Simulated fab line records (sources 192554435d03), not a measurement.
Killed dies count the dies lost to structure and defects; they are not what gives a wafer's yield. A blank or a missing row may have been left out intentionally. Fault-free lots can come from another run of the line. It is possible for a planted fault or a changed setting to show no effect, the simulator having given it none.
fab line records || flow n5-finfet || part 2 of 2: steps 19 to 28 of 28
record {"lots": 5, "wafers": 15, "last-day": 16}
route steps=1938 shown BEOL_M4@1028
lots untouched by any fault: they come from a run of this same line in which no faults occurred
start-h: hours from the record's opening day to when the first of the lot's shown wafers began || wait-h: hours from the lot's prior step to this one || " unchanged from the row above || L1.1+2: a single row standing in for several wafers || - no value, or no start given || * or withheld: withheld || < > ~ a bound
route shown NAME@n: a module of which the file shows steps, and the number in the route of the first || usual: mean/standard deviation taken from wafers without a fault || same: alike in all rows || chamber/n: place in a boat || sites: readings site by site || _std_site: standard deviation of those values || _edge_site: the outer-site mean with the inner-site mean subtracted || radius-mm: how far each site lies from the wafer's centre || mask NAME#n: copy n || behind: the tool/chamber that last shaped the wafer || hold: reason for holding the lot/hours on hold/outcome of the hold || device: transistor that didn't switch, given as n, p or np || end of line: the same wafers' tests at the end of the route || for a step that has no rows: nothing shown but its recipe || killed: dies that structure and defects cost at the first sort, which is not the same as the wafer's yield || map: per-die view of a wafer (x killed, . not killed, _ where there is no die)
set.NAME: the setting that was run; set.NAME@STEP: the one run at that earlier step || model.NAME: the simulator's own value behind a step, which no gauge read
lots at some steps of the route; a table a step, a row a wafer
services: the hour from which a tool's chamber was out of use, counted from the record's first day as start-h (under 0 if before that day), plus the number of hours and why
## steps
# step N5_BEOL_M4_CD_MEAS_18
# recipe {"pitch-nm": 36, "target-cd-nm": 18}
# usual {"cd-nm": "18.0/0.32"}
{"lot.wafer": "L074.4", "tool": "cd-sem-02", "chamber": "-", "start-h": 156.23, "wait-h": 0.0, "cd-nm": 18.2}
{"lot.wafer": "L074.5", "tool": "cd-sem-02", "chamber": "-", "start-h": 156.23, "wait-h": 0.0, "cd-nm": 17.8}
{"lot.wafer": "L074.6", "tool": "cd-sem-02", "chamber": "-", "start-h": 156.23, "wait-h": 0.0, "cd-nm": 18.2}
{"lot.wafer": "L078.2", "tool": "cd-sem-02", "chamber": "-", "start-h": 184.20, "wait-h": 0.1, "cd-nm": 18.6}
{"lot.wafer": "L078.4", "tool": "cd-sem-02", "chamber": "-", "start-h": 184.20, "wait-h": 0.1, "cd-nm": 18.3}
{"lot.wafer": "L078.5", "tool": "cd-sem-02", "chamber": "-", "start-h": 184.20, "wait-h": 0.1, "cd-nm": 18.6}
{"lot.wafer": "L081.1", "tool": "cd-sem-03", "chamber": "-", "start-h": 201.25, "wait-h": 0.0, "cd-nm": 18.6}
{"lot.wafer": "L081.3", "tool": "cd-sem-03", "chamber": "-", "start-h": 201.25, "wait-h": 0.0, "cd-nm": 17.8}
{"lot.wafer": "L081.4", "tool": "cd-sem-03", "chamber": "-", "start-h": 201.25, "wait-h": 0.0, "cd-nm": 18.3}
{"lot.wafer": "L088.2", "tool": "cd-sem-03", "chamber": "-", "start-h": 257.23, "wait-h": 0.1, "cd-nm": 18.2}
{"lot.wafer": "L088.4", "tool": "cd-sem-03", "chamber": "-", "start-h": 257.23, "wait-h": 0.1, "cd-nm": 18.7}
{"lot.wafer": "L088.6", "tool": "cd-sem-03", "chamber": "-", "start-h": 257.23, "wait-h": 0.1, "cd-nm": 18.4}
{"lot.wafer": "L090.3", "tool": "cd-sem-02", "chamber": "-", "start-h": 262.02, "wait-h": 0.1, "cd-nm": 18.1}
{"lot.wafer": "L090.4", "tool": "cd-sem-02", "chamber": "-", "start-h": 262.02, "wait-h": 0.1, "cd-nm": 17.6}
{"lot.wafer": "L090.6", "tool": "cd-sem-02", "chamber": "-", "start-h": 262.02, "wait-h": 0.1, "cd-nm": 17.7}
# step N5_BEOL_M4_COAT_67
# recipe {"resist": "SOC", "temp-c": 250, "time-s": 60, "spin-rpm": 1500, "resist-thk-nm": 60}
# usual {"dispense-pressure-kPa": "50.8/2", "resist-line-temp-C": "23.00/0.1"}
{"lot.wafer": "L074.4", "tool": "litho-track-04", "chamber": 0, "start-h": 156.27, "wait-h": 0.0, "dispense-pressure-kPa": 52.0, "resist-line-temp-C": 22.96}
{"lot.wafer": "L074.5", "tool": "litho-track-04", "chamber": 0, "start-h": 156.27, "wait-h": 0.0, "dispense-pressure-kPa": 52.0, "resist-line-temp-C": 23.03}
{"lot.wafer": "L074.6", "tool": "litho-track-04", "chamber": 0, "start-h": 156.27, "wait-h": 0.0, "dispense-pressure-kPa": 52.0, "resist-line-temp-C": 23.10}
{"lot.wafer": "L078.2", "tool": "litho-track-04", "chamber": 0, "start-h": 184.24, "wait-h": 0.0, "dispense-pressure-kPa": 52.0, "resist-line-temp-C": 23.06}
{"lot.wafer": "L078.4", "tool": "litho-track-04", "chamber": 0, "start-h": 184.24, "wait-h": 0.0, "dispense-pressure-kPa": 52.0, "resist-line-temp-C": 22.95}
{"lot.wafer": "L078.5", "tool": "litho-track-04", "chamber": 0, "start-h": 184.24, "wait-h": 0.0, "dispense-pressure-kPa": 52.0, "resist-line-temp-C": 23.15}
{"lot.wafer": "L081.1", "tool": "litho-track-04", "chamber": 0, "start-h": 201.29, "wait-h": 0.0, "dispense-pressure-kPa": 52.0, "resist-line-temp-C": 23.10}
{"lot.wafer": "L081.3", "tool": "litho-track-04", "chamber": 0, "start-h": 201.29, "wait-h": 0.0, "dispense-pressure-kPa": 52.0, "resist-line-temp-C": 23.13}
{"lot.wafer": "L081.4", "tool": "litho-track-04", "chamber": 0, "start-h": 201.29, "wait-h": 0.0, "dispense-pressure-kPa": 52.0, "resist-line-temp-C": 22.93}
{"lot.wafer": "L088.2", "tool": "litho-track-03", "chamber": 0, "start-h": 257.26, "wait-h": 0.0, "dispense-pressure-kPa": 51.4, "resist-line-temp-C": 22.90}
{"lot.wafer": "L088.4", "tool": "litho-track-03", "chamber": 0, "start-h": 257.26, "wait-h": 0.0, "dispense-pressure-kPa": 51.4, "resist-line-temp-C": 22.86}
{"lot.wafer": "L088.6", "tool": "litho-track-03", "chamber": 0, "start-h": 257.26, "wait-h": 0.0, "dispense-pressure-kPa": 51.4, "resist-line-temp-C": 22.87}
{"lot.wafer": "L090.3", "tool": "litho-track-04", "chamber": 0, "start-h": 262.05, "wait-h": 0.0, "dispense-pressure-kPa": 51.9, "resist-line-temp-C": 23.01}
{"lot.wafer": "L090.4", "tool": "litho-track-04", "chamber": 0, "start-h": 262.05, "wait-h": 0.0, "dispense-pressure-kPa": 52.0, "resist-line-temp-C": 22.94}
{"lot.wafer": "L090.6", "tool": "litho-track-04", "chamber": 0, "start-h": 262.05, "wait-h": 0.0, "dispense-pressure-kPa": 51.9, "resist-line-temp-C": 23.02}
# step N5_BEOL_M4_COAT_68
# recipe {"resist": "SiARC", "temp-c": 220, "time-s": 60, "spin-rpm": 1500, "resist-thk-nm": 12}
# usual {"dispense-pressure-kPa": "50.8/2", "resist-line-temp-C": "22.99/0.13"}
{"lot.wafer": "L074.4", "tool": "litho-track-04", "chamber": 0, "start-h": "-", "wait-h": "-", "dispense-pressure-kPa": 52.0, "resist-line-temp-C": 23.15}
{"lot.wafer": "L074.5", "tool": "litho-track-04", "chamber": 0, "start-h": "-", "wait-h": "-", "dispense-pressure-kPa": 51.9, "resist-line-temp-C": 23.08}
{"lot.wafer": "L074.6", "tool": "litho-track-04", "chamber": 0, "start-h": "-", "wait-h": "-", "dispense-pressure-kPa": 52.0, "resist-line-temp-C": 23.22}
{"lot.wafer": "L078.2", "tool": "litho-track-04", "chamber": 0, "start-h": "-", "wait-h": "-", "dispense-pressure-kPa": 52.0, "resist-line-temp-C": 23.28}
{"lot.wafer": "L078.4", "tool": "litho-track-04", "chamber": 0, "start-h": "-", "wait-h": "-", "dispense-pressure-kPa": 52.0, "resist-line-temp-C": 23.29}
{"lot.wafer": "L078.5", "tool": "litho-track-04", "chamber": 0, "start-h": "-", "wait-h": "-", "dispense-pressure-kPa": 51.9, "resist-line-temp-C": 23.32}
{"lot.wafer": "L081.1", "tool": "litho-track-04", "chamber": 0, "start-h": "-", "wait-h": "-", "dispense-pressure-kPa": 52.0, "resist-line-temp-C": 23.11}
{"lot.wafer": "L081.3", "tool": "litho-track-04", "chamber": 0, "start-h": "-", "wait-h": "-", "dispense-pressure-kPa": 52.0, "resist-line-temp-C": 23.06}
{"lot.wafer": "L081.4", "tool": "litho-track-04", "chamber": 0, "start-h": "-", "wait-h": "-", "dispense-pressure-kPa": 52.0, "resist-line-temp-C": 23.00}
{"lot.wafer": "L088.2", "tool": "litho-track-03", "chamber": 0, "start-h": "-", "wait-h": "-", "dispense-pressure-kPa": 51.5, "resist-line-temp-C": 22.95}
{"lot.wafer": "L088.4", "tool": "litho-track-03", "chamber": 0, "start-h": "-", "wait-h": "-", "dispense-pressure-kPa": 51.5, "resist-line-temp-C": 22.98}
{"lot.wafer": "L088.6", "tool": "litho-track-03", "chamber": 0, "start-h": "-", "wait-h": "-", "dispense-pressure-kPa": 51.5, "resist-line-temp-C": 23.02}
{"lot.wafer": "L090.3", "tool": "litho-track-04", "chamber": 0, "start-h": "-", "wait-h": "-", "dispense-pressure-kPa": 52.0, "resist-line-temp-C": 22.90}
{"lot.wafer": "L090.4", "tool": "litho-track-04", "chamber": 0, "start-h": "-", "wait-h": "-", "dispense-pressure-kPa": 52.0, "resist-line-temp-C": 22.95}
{"lot.wafer": "L090.6", "tool": "litho-track-04", "chamber": 0, "start-h": "-", "wait-h": "-", "dispense-pressure-kPa": 52.0, "resist-line-temp-C": 23.00}
# step N5_BEOL_M4_COAT_76
# recipe {"resist": "underlayer", "temp-c": 205, "time-s": 60, "spin-rpm": 1500, "resist-thk-nm": 5}
# usual {"dispense-pressure-kPa": "50.7/2", "resist-line-temp-C": "22.99/0.1"}
{"lot.wafer": "L074.4", "tool": "litho-track-04", "chamber": 0, "start-h": "-", "wait-h": "-", "dispense-pressure-kPa": 51.9, "resist-line-temp-C": 23.12}
{"lot.wafer": "L074.5", "tool": "litho-track-04", "chamber": 0, "start-h": "-", "wait-h": "-", "dispense-pressure-kPa": 51.9, "resist-line-temp-C": 22.93}
{"lot.wafer": "L074.6", "tool": "litho-track-04", "chamber": 0, "start-h": "-", "wait-h": "-", "dispense-pressure-kPa": 51.9, "resist-line-temp-C": 23.06}
{"lot.wafer": "L078.2", "tool": "litho-track-04", "chamber": 0, "start-h": "-", "wait-h": "-", "dispense-pressure-kPa": 51.9, "resist-line-temp-C": 23.13}
{"lot.wafer": "L078.4", "tool": "litho-track-04", "chamber": 0, "start-h": "-", "wait-h": "-", "dispense-pressure-kPa": 51.9, "resist-line-temp-C": 23.06}
{"lot.wafer": "L078.5", "tool": "litho-track-04", "chamber": 0, "start-h": "-", "wait-h": "-", "dispense-pressure-kPa": 51.9, "resist-line-temp-C": 23.00}
{"lot.wafer": "L081.1", "tool": "litho-track-04", "chamber": 0, "start-h": "-", "wait-h": "-", "dispense-pressure-kPa": 51.9, "resist-line-temp-C": 22.91}
{"lot.wafer": "L081.3", "tool": "litho-track-04", "chamber": 0, "start-h": "-", "wait-h": "-", "dispense-pressure-kPa": 51.9, "resist-line-temp-C": 22.89}
{"lot.wafer": "L081.4", "tool": "litho-track-04", "chamber": 0, "start-h": "-", "wait-h": "-", "dispense-pressure-kPa": 51.9, "resist-line-temp-C": 22.87}
{"lot.wafer": "L088.2", "tool": "litho-track-03", "chamber": 0, "start-h": "-", "wait-h": "-", "dispense-pressure-kPa": 51.4, "resist-line-temp-C": 22.99}
{"lot.wafer": "L088.4", "tool": "litho-track-03", "chamber": 0, "start-h": "-", "wait-h": "-", "dispense-pressure-kPa": 51.4, "resist-line-temp-C": 22.89}
{"lot.wafer": "L088.6", "tool": "litho-track-03", "chamber": 0, "start-h": "-", "wait-h": "-", "dispense-pressure-kPa": 51.4, "resist-line-temp-C": 23.03}
{"lot.wafer": "L090.3", "tool": "litho-track-04", "chamber": 0, "start-h": "-", "wait-h": "-", "dispense-pressure-kPa": 51.9, "resist-line-temp-C": 23.00}
{"lot.wafer": "L090.4", "tool": "litho-track-04", "chamber": 0, "start-h": "-", "wait-h": "-", "dispense-pressure-kPa": 51.9, "resist-line-temp-C": 23.03}
{"lot.wafer": "L090.6", "tool": "litho-track-04", "chamber": 0, "start-h": "-", "wait-h": "-", "dispense-pressure-kPa": 51.9, "resist-line-temp-C": 23.09}
# step N5_BEOL_M4_COAT_22
# recipe {"resist": "CAR-EUV", "spin-rpm": 1500, "resist-thk-nm": 30}
# usual {"dispense-pressure-kPa": "50.7/2", "resist-line-temp-C": "23.00/0.11"}
{"lot.wafer": "L074.4", "tool": "litho-track-04", "chamber": 0, "start-h": "-", "wait-h": "-", "dispense-pressure-kPa": 52.0, "resist-line-temp-C": 23.14}
{"lot.wafer": "L074.5", "tool": "litho-track-04", "chamber": 0, "start-h": "-", "wait-h": "-", "dispense-pressure-kPa": 51.9, "resist-line-temp-C": 23.17}
{"lot.wafer": "L074.6", "tool": "litho-track-04", "chamber": 0, "start-h": "-", "wait-h": "-", "dispense-pressure-kPa": 51.9, "resist-line-temp-C": 23.08}
{"lot.wafer": "L078.2", "tool": "litho-track-04", "chamber": 0, "start-h": "-", "wait-h": "-", "dispense-pressure-kPa": 51.9, "resist-line-temp-C": 23.04}
{"lot.wafer": "L078.4", "tool": "litho-track-04", "chamber": 0, "start-h": "-", "wait-h": "-", "dispense-pressure-kPa": 51.9, "resist-line-temp-C": 22.94}
{"lot.wafer": "L078.5", "tool": "litho-track-04", "chamber": 0, "start-h": "-", "wait-h": "-", "dispense-pressure-kPa": 51.9, "resist-line-temp-C": 23.07}
{"lot.wafer": "L081.1", "tool": "litho-track-04", "chamber": 0, "start-h": "-", "wait-h": "-", "dispense-pressure-kPa": 51.9, "resist-line-temp-C": 23.14}
{"lot.wafer": "L081.3", "tool": "litho-track-04", "chamber": 0, "start-h": "-", "wait-h": "-", "dispense-pressure-kPa": 51.9, "resist-line-temp-C": 23.05}
{"lot.wafer": "L081.4", "tool": "litho-track-04", "chamber": 0, "start-h": "-", "wait-h": "-", "dispense-pressure-kPa": 51.9, "resist-line-temp-C": 23.09}
{"lot.wafer": "L088.2", "tool": "litho-track-03", "chamber": 0, "start-h": "-", "wait-h": "-", "dispense-pressure-kPa": 51.4, "resist-line-temp-C": 23.15}
{"lot.wafer": "L088.4", "tool": "litho-track-03", "chamber": 0, "start-h": "-", "wait-h": "-", "dispense-pressure-kPa": 51.4, "resist-line-temp-C": 23.02}
{"lot.wafer": "L088.6", "tool": "litho-track-03", "chamber": 0, "start-h": "-", "wait-h": "-", "dispense-pressure-kPa": 51.4, "resist-line-temp-C": 22.88}
{"lot.wafer": "L090.3", "tool": "litho-track-04", "chamber": 0, "start-h": "-", "wait-h": "-", "dispense-pressure-kPa": 51.9, "resist-line-temp-C": 22.96}
{"lot.wafer": "L090.4", "tool": "litho-track-04", "chamber": 0, "start-h": "-", "wait-h": "-", "dispense-pressure-kPa": 51.9, "resist-line-temp-C": 22.74}
{"lot.wafer": "L090.6", "tool": "litho-track-04", "chamber": 0, "start-h": "-", "wait-h": "-", "dispense-pressure-kPa": 51.9, "resist-line-temp-C": 22.78}
# step N5_BEOL_M4_EBR_24
# recipe {"solvent": "PGMEA", "ebr-width-mm": 1.5}
# usual {"resist-line-temp-C": "23.02/0.12"}
{"lot.wafer": "L074.4", "tool": "litho-track-04", "chamber": 0, "start-h": "-", "wait-h": "-", "resist-line-temp-C": 23.22}
{"lot.wafer": "L074.5", "tool": "litho-track-04", "chamber": 0, "start-h": "-", "wait-h": "-", "resist-line-temp-C": 23.22}
{"lot.wafer": "L074.6", "tool": "litho-track-04", "chamber": 0, "start-h": "-", "wait-h": "-", "resist-line-temp-C": 23.15}
{"lot.wafer": "L078.2", "tool": "litho-track-04", "chamber": 0, "start-h": "-", "wait-h": "-", "resist-line-temp-C": 23.19}
{"lot.wafer": "L078.4", "tool": "litho-track-04", "chamber": 0, "start-h": "-", "wait-h": "-", "resist-line-temp-C": 22.91}
{"lot.wafer": "L078.5", "tool": "litho-track-04", "chamber": 0, "start-h": "-", "wait-h": "-", "resist-line-temp-C": 22.94}
{"lot.wafer": "L081.1", "tool": "litho-track-04", "chamber": 0, "start-h": "-", "wait-h": "-", "resist-line-temp-C": 23.01}
{"lot.wafer": "L081.3", "tool": "litho-track-04", "chamber": 0, "start-h": "-", "wait-h": "-", "resist-line-temp-C": 22.89}
{"lot.wafer": "L081.4", "tool": "litho-track-04", "chamber": 0, "start-h": "-", "wait-h": "-", "resist-line-temp-C": 22.94}
{"lot.wafer": "L088.2", "tool": "litho-track-03", "chamber": 0, "start-h": "-", "wait-h": "-", "resist-line-temp-C": 23.09}
{"lot.wafer": "L088.4", "tool": "litho-track-03", "chamber": 0, "start-h": "-", "wait-h": "-", "resist-line-temp-C": 23.01}
{"lot.wafer": "L088.6", "tool": "litho-track-03", "chamber": 0, "start-h": "-", "wait-h": "-", "resist-line-temp-C": 22.97}
{"lot.wafer": "L090.3", "tool": "litho-track-04", "chamber": 0, "start-h": "-", "wait-h": "-", "resist-line-temp-C": 23.00}
{"lot.wafer": "L090.4", "tool": "litho-track-04", "chamber": 0, "start-h": "-", "wait-h": "-", "resist-line-temp-C": 22.88}
{"lot.wafer": "L090.6", "tool": "litho-track-04", "chamber": 0, "start-h": "-", "wait-h": "-", "resist-line-temp-C": 22.98}
# step N5_BEOL_M4_SOFTBAKE_23
# recipe {"temp-c": 110, "time-s": 60, "resist": "CAR-EUV"}
# usual {"resist-line-temp-C": "23.02/0.11"}
{"lot.wafer": "L074.4", "tool": "litho-track-04", "chamber": 0, "start-h": "-", "wait-h": "-", "resist-line-temp-C": 23.09}
{"lot.wafer": "L074.5", "tool": "litho-track-04", "chamber": 0, "start-h": "-", "wait-h": "-", "resist-line-temp-C": 22.95}
{"lot.wafer": "L074.6", "tool": "litho-track-04", "chamber": 0, "start-h": "-", "wait-h": "-", "resist-line-temp-C": 22.97}
{"lot.wafer": "L078.2", "tool": "litho-track-04", "chamber": 0, "start-h": "-", "wait-h": "-", "resist-line-temp-C": 23.04}
{"lot.wafer": "L078.4", "tool": "litho-track-04", "chamber": 0, "start-h": "-", "wait-h": "-", "resist-line-temp-C": 23.09}
{"lot.wafer": "L078.5", "tool": "litho-track-04", "chamber": 0, "start-h": "-", "wait-h": "-", "resist-line-temp-C": 23.17}
{"lot.wafer": "L081.1", "tool": "litho-track-04", "chamber": 0, "start-h": "-", "wait-h": "-", "resist-line-temp-C": 23.05}
{"lot.wafer": "L081.3", "tool": "litho-track-04", "chamber": 0, "start-h": "-", "wait-h": "-", "resist-line-temp-C": 22.87}
{"lot.wafer": "L081.4", "tool": "litho-track-04", "chamber": 0, "start-h": "-", "wait-h": "-", "resist-line-temp-C": 22.89}
{"lot.wafer": "L088.2", "tool": "litho-track-03", "chamber": 0, "start-h": "-", "wait-h": "-", "resist-line-temp-C": 22.96}
{"lot.wafer": "L088.4", "tool": "litho-track-03", "chamber": 0, "start-h": "-", "wait-h": "-", "resist-line-temp-C": 22.76}
{"lot.wafer": "L088.6", "tool": "litho-track-03", "chamber": 0, "start-h": "-", "wait-h": "-", "resist-line-temp-C": 22.92}
{"lot.wafer": "L090.3", "tool": "litho-track-04", "chamber": 0, "start-h": "-", "wait-h": "-", "resist-line-temp-C": 22.94}
{"lot.wafer": "L090.4", "tool": "litho-track-04", "chamber": 0, "start-h": "-", "wait-h": "-", "resist-line-temp-C": 22.95}
{"lot.wafer": "L090.6", "tool": "litho-track-04", "chamber": 0, "start-h": "-", "wait-h": "-", "resist-line-temp-C": 23.00}
# step N5_BEOL_M4_EXPOSE_25
# recipe {"mask-id": "V3", "na": 0.33, "source-shape": "quasar", "sigma-inner": 0.2, "sigma-outer": 0.8, "polarization": "unpolarized", "defocus-nm": 5, "dose-mj": 63}
# same {"sigma-inner": 0.2}
{"lot.wafer": "L074.4+5+6", "tool": "euv-scanner-01", "chamber": 0, "start-h": 156.43, "wait-h": "-", "mask": "V3#0"}
{"lot.wafer": "L078.2+4+5", "tool": "euv-scanner-02", "chamber": 0, "start-h": 184.41, "wait-h": "-", "mask": "V3#0"}
{"lot.wafer": "L081.1+3+4", "tool": "euv-scanner-02", "chamber": 0, "start-h": 201.55, "wait-h": "-", "mask": "V3#0"}
{"lot.wafer": "L088.2+4+6", "tool": "euv-scanner-01", "chamber": 0, "start-h": 257.41, "wait-h": "-", "mask": "V3#0"}
{"lot.wafer": "L090.3+4+6", "tool": "euv-scanner-01", "chamber": 0, "start-h": 262.21, "wait-h": "-", "mask": "V3#0"}
# step N5_BEOL_M4_PEB_26
# recipe {"peb-temp-c": 100, "peb-time-s": 60, "resist": "CAR-EUV"}
# usual {"resist-line-temp-C": "23.00/0.12"}
{"lot.wafer": "L074.4", "tool": "litho-track-03", "chamber": 0, "start-h": 156.48, "wait-h": 0.0, "resist-line-temp-C": 22.98}
{"lot.wafer": "L074.5", "tool": "litho-track-03", "chamber": 0, "start-h": 156.48, "wait-h": 0.0, "resist-line-temp-C": 23.13}
{"lot.wafer": "L074.6", "tool": "litho-track-03", "chamber": 0, "start-h": 156.48, "wait-h": 0.0, "resist-line-temp-C": 22.99}
{"lot.wafer": "L078.2", "tool": "litho-track-04", "chamber": 0, "start-h": 184.48, "wait-h": 0.1, "resist-line-temp-C": 22.90}
{"lot.wafer": "L078.4", "tool": "litho-track-04", "chamber": 0, "start-h": 184.48, "wait-h": 0.1, "resist-line-temp-C": 23.11}
{"lot.wafer": "L078.5", "tool": "litho-track-04", "chamber": 0, "start-h": 184.48, "wait-h": 0.1, "resist-line-temp-C": 22.97}
{"lot.wafer": "L081.1", "tool": "litho-track-04", "chamber": 0, "start-h": 201.63, "wait-h": 0.1, "resist-line-temp-C": 23.04}
{"lot.wafer": "L081.3", "tool": "litho-track-04", "chamber": 0, "start-h": 201.63, "wait-h": 0.1, "resist-line-temp-C": 22.97}
{"lot.wafer": "L081.4", "tool": "litho-track-04", "chamber": 0, "start-h": 201.63, "wait-h": 0.1, "resist-line-temp-C": 22.96}
{"lot.wafer": "L088.2", "tool": "litho-track-03", "chamber": 0, "start-h": 257.48, "wait-h": 0.1, "resist-line-temp-C": 22.87}
{"lot.wafer": "L088.4", "tool": "litho-track-03", "chamber": 0, "start-h": 257.48, "wait-h": 0.1, "resist-line-temp-C": 23.10}
{"lot.wafer": "L088.6", "tool": "litho-track-03", "chamber": 0, "start-h": 257.48, "wait-h": 0.1, "resist-line-temp-C": 23.07}
{"lot.wafer": "L090.3", "tool": "litho-track-03", "chamber": 0, "start-h": 262.27, "wait-h": 0.1, "resist-line-temp-C": 23.00}
{"lot.wafer": "L090.4", "tool": "litho-track-03", "chamber": 0, "start-h": 262.27, "wait-h": 0.1, "resist-line-temp-C": 22.86}
{"lot.wafer": "L090.6", "tool": "litho-track-03", "chamber": 0, "start-h": 262.27, "wait-h": 0.1, "resist-line-temp-C": 22.94}
# step N5_BEOL_M4_DEVELOP_27
# recipe {"develop-time-s": 30, "developer": "TMAH", "resist": "CAR-EUV", "rinse-liquid": "surfactant-rinse", "dry": "air-spin", "dev-temp-c": 23}
# usual {"developer-temp-C": "23.01/0.1", "resist-line-temp-C": "22.99/0.093"}
# same {"develop-time-s": 30}
{"lot.wafer": "L074.4", "tool": "litho-track-03", "chamber": 0, "start-h": "-", "wait-h": "-", "developer-temp-C": 23.07, "resist-line-temp-C": 22.98}
{"lot.wafer": "L074.5", "tool": "litho-track-03", "chamber": 0, "start-h": "-", "wait-h": "-", "developer-temp-C": 23.06, "resist-line-temp-C": 22.90}
{"lot.wafer": "L074.6", "tool": "litho-track-03", "chamber": 0, "start-h": "-", "wait-h": "-", "developer-temp-C": 23.05, "resist-line-temp-C": 22.83}
{"lot.wafer": "L078.2", "tool": "litho-track-04", "chamber": 0, "start-h": "-", "wait-h": "-", "developer-temp-C": 23.08, "resist-line-temp-C": 23.06}
{"lot.wafer": "L078.4", "tool": "litho-track-04", "chamber": 0, "start-h": "-", "wait-h": "-", "developer-temp-C": 23.14, "resist-line-temp-C": 22.88}
{"lot.wafer": "L078.5", "tool": "litho-track-04", "chamber": 0, "start-h": "-", "wait-h": "-", "developer-temp-C": 23.18, "resist-line-temp-C": 23.23}
{"lot.wafer": "L081.1", "tool": "litho-track-04", "chamber": 0, "start-h": "-", "wait-h": "-", "developer-temp-C": 22.94, "resist-line-temp-C": 22.82}
{"lot.wafer": "L081.3", "tool": "litho-track-04", "chamber": 0, "start-h": "-", "wait-h": "-", "developer-temp-C": 23.01, "resist-line-temp-C": 23.04}
{"lot.wafer": "L081.4", "tool": "litho-track-04", "chamber": 0, "start-h": "-", "wait-h": "-", "developer-temp-C": 23.02, "resist-line-temp-C": 23.14}
{"lot.wafer": "L088.2", "tool": "litho-track-03", "chamber": 0, "start-h": "-", "wait-h": "-", "developer-temp-C": 22.87, "resist-line-temp-C": 23.10}
{"lot.wafer": "L088.4", "tool": "litho-track-03", "chamber": 0, "start-h": "-", "wait-h": "-", "developer-temp-C": 22.93, "resist-line-temp-C": 22.97}
{"lot.wafer": "L088.6", "tool": "litho-track-03", "chamber": 0, "start-h": "-", "wait-h": "-", "developer-temp-C": 22.95, "resist-line-temp-C": 23.06}
{"lot.wafer": "L090.3", "tool": "litho-track-03", "chamber": 0, "start-h": "-", "wait-h": "-", "developer-temp-C": 22.82, "resist-line-temp-C": 23.02}
{"lot.wafer": "L090.4", "tool": "litho-track-03", "chamber": 0, "start-h": "-", "wait-h": "-", "developer-temp-C": 23.07, "resist-line-temp-C": 23.06}
{"lot.wafer": "L090.6", "tool": "litho-track-03", "chamber": 0, "start-h": "-", "wait-h": "-", "developer-temp-C": 22.98, "resist-line-temp-C": 23.05}
## services
{"tool": "euv-scanner-01", "chamber": "-", "start-h": 135.83, "hours": 4.6, "kind": "pm"}
{"tool": "rie-diel-01", "chamber": 3, "start-h": 137.47, "hours": "-", "kind": "clean"}
{"tool": "rie-diel-01", "chamber": 3, "start-h": 137.47, "hours": "-", "kind": "consumable-replace:focus-ring"}
{"tool": "rie-diel-01", "chamber": 3, "start-h": 137.47, "hours": "-", "kind": "consumable-replace:showerhead"}
{"tool": "rie-diel-01", "chamber": 3, "start-h": 137.47, "hours": 16.5, "kind": "scheduled-down"}
{"tool": "rie-diel-01", "chamber": 3, "start-h": 137.47, "hours": 16.5, "kind": "vent-cycle"}
{"tool": "rie-diel-05", "chamber": "-", "start-h": 147.61, "hours": 14.6, "kind": "pm"}
{"tool": "rie-diel-05", "chamber": 0, "start-h": 175.21, "hours": 1.2, "kind": "repair"}
{"tool": "euv-scanner-01", "chamber": "-", "start-h": 176.18, "hours": 1.0, "kind": "pm"}
{"tool": "rie-metal-01", "chamber": "-", "start-h": 179.36, "hours": 0.6, "kind": "repair"}
{"tool": "euv-scanner-02", "chamber": "-", "start-h": 185.55, "hours": 1.0, "kind": "pm"}
{"tool": "rie-diel-03", "chamber": 1, "start-h": 192.64, "hours": "-", "kind": "clean"}
{"tool": "rie-diel-03", "chamber": 1, "start-h": 192.64, "hours": "-", "kind": "consumable-replace:focus-ring"}
{"tool": "rie-diel-03", "chamber": 1, "start-h": 192.64, "hours": 15.9, "kind": "scheduled-down"}
{"tool": "rie-diel-01", "chamber": "-", "start-h": 216.73, "hours": 1.2, "kind": "repair"}
{"tool": "euv-scanner-01", "chamber": "-", "start-h": 218.91, "hours": 0.8, "kind": "repair"}
{"tool": "rie-metal-02", "chamber": "-", "start-h": 221.84, "hours": 2.8, "kind": "pm"}
{"tool": "euv-scanner-01", "chamber": "-", "start-h": 232.33, "hours": 1.0, "kind": "pm"}
{"tool": "rie-diel-05", "chamber": 1, "start-h": 237.91, "hours": 6.5, "kind": "repair"}
{"tool": "euv-scanner-02", "chamber": "-", "start-h": 241.10, "hours": 12.0, "kind": "pm"}
{"tool": "litho-track-03", "chamber": "-", "start-h": 246.69, "hours": "-", "kind": "consumable-replace:filter"}
{"tool": "euv-scanner-01", "chamber": "-", "start-h": 252.45, "hours": 0.2, "kind": "repair"}
{"tool": "euv-scanner-02", "chamber": "-", "start-h": 253.10, "hours": 1.0, "kind": "pm"}
{"tool": "rie-diel-03", "chamber": 0, "start-h": 258.93, "hours": 7.9, "kind": "repair"}
